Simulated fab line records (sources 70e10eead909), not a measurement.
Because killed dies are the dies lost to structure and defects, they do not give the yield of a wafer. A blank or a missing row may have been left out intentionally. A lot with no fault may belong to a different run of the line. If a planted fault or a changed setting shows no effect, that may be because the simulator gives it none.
Chamber matching    flow nand-harc    NHARC_P_BONDPAD_CMP_19 on cmp-04 has 4 sister chambers
The step polishes, t overpolish 30 s, cu recess touch 16 s, target thk 160.81 nm. 8 wafers are shown with their chamber, then 12 later ones without.

== EACH WAFER AND ITS CHAMBER ==
wafer   chamber  motor-current-A (A)  overpolish-run-s (s)
L086.1  0        15.6                 30.011
L086.4  3        11.7                 30.004
L088.2  3        11.7                 30.002
L088.4  1        15.2                 29.989
L088.5  2        11.6                 30.011
L088.1  2        11.9                 30.000
L088.3  0        14.9                 29.988
L088.6  1        14.8                 29.998

== WAFERS MISSING THEIR CHAMBER ==
wafer   motor-current-A (A)  overpolish-run-s (s)
L092.1  11.2                 29.991
L092.4  15.7                 30.001
L092.6  11.2                 29.994
L094.1  14.3                 30.003
L094.3  11.0                 30.004
L094.5  11.9                 29.993
L095.3  15.0                 30.002
L095.5  14.2                 30.004
L095.6  15.7                 29.995
L097.2  15.2                 29.999
L097.3  15.0                 30.004
L097.5  14.7                 29.994

== CHAMBER TAKEN BY EACH ==
wafer   from the rows above      in truth
L092.1  can't be placed: 3 or 2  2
L092.4  can't be placed: 0 or 1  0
L092.6  can't be placed: 3 or 2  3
L094.1  can't be placed: 1 or 0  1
L094.3  can't be placed: 3 or 2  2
L094.5  can't be placed: 3 or 2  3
L095.3  can't be placed: 0 or 1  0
L095.5  can't be placed: 1 or 0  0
L095.6  can't be placed: 0 or 1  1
L097.2  can't be placed: 0 or 1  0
L097.3  can't be placed: 0 or 1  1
L097.5  can't be placed: 1 or 0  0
Correct placement for 0 of the 12. Cannot be placed on the basis of these rows: 12; the candidates contain the true chamber in 12. 0 placed wrongly.
How it was worked out, from the rows above alone: a wafer's distance from a chamber is the root of the sum, over the readings, of the square of ((its reading less the chamber's mean) divided by the reading's scatter). If the next closest chamber is less than 2 further off than the closest, the wafer can't be placed; otherwise it belongs to the closest. Each chamber's mean is taken over the wafers shown for it. The scatter is the square root of a quotient: the sum, over the shown wafers, of each reading's squared deviation from its chamber's mean, divided by wafers minus chambers.
